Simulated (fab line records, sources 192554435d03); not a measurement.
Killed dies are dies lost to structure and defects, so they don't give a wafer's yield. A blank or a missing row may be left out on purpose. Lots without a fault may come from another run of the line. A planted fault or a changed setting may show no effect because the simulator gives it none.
Chamber matching | flow n5_finfet | N5_PASSIVATION_PECVD_01 on pecvd-03: 3 sister chambers
The step deposits SiNx from SiH4/NH3/N2, target thk 200 nm, time 43.2 s. 6 wafers are shown with their chamber, then 9 later ones without.

WAFERS WITH THEIR CHAMBER
wafer  | chamber | throttle_valve_pct (%) | showerhead_plenum_p_Torr (Torr)
L084.1 | 1       | 27.7                   | 8.74
L084.4 | 2       | 29.2                   | 8.60
L087.1 | 2       | 29.0                   | 8.61
L089.1 | 0       | 33.9                   | 8.77
L089.2 | 1       | 27.7                   | 8.75
L089.6 | 0       | 34.2                   | 8.76

WAFERS WITHOUT THEIR CHAMBER
wafer  | throttle_valve_pct (%) | showerhead_plenum_p_Torr (Torr)
L086.2 | 34.1                   | 8.78
L086.4 | 29.2                   | 8.59
L086.6 | 27.9                   | 8.76
L093.3 | 28.0                   | 8.76
L093.4 | 29.2                   | 8.61
L093.6 | 34.1                   | 8.79
L090.1 | 27.5                   | 8.77
L090.3 | 34.4                   | 8.78
L090.5 | 27.8                   | 8.74

WHICH CHAMBER EACH WENT THROUGH
wafer  | from the rows above | in truth
L086.2 | 0                   | 0
L086.4 | 2                   | 2
L086.6 | 1                   | 1
L093.3 | 1                   | 1
L093.4 | 2                   | 2
L093.6 | 0                   | 0
L090.1 | 1                   | 1
L090.3 | 0                   | 0
L090.5 | 1                   | 1
Placed correctly: 9 of 9. Can't be placed from these rows: 0. Placed wrongly: 0.
How it was worked out, from the rows above alone: a wafer's distance from a chamber is the root of the sum, over the readings, of the square of ((its reading less the chamber's mean) divided by the reading's scatter). The wafer belongs to the nearest chamber; if the next one is less than 2 further off, it can't be placed. A chamber's mean is the mean of its shown wafers. The scatter: the root of (the sum of the squares of (reading less its chamber's mean) over the shown wafers, divided by (wafers less chambers)).
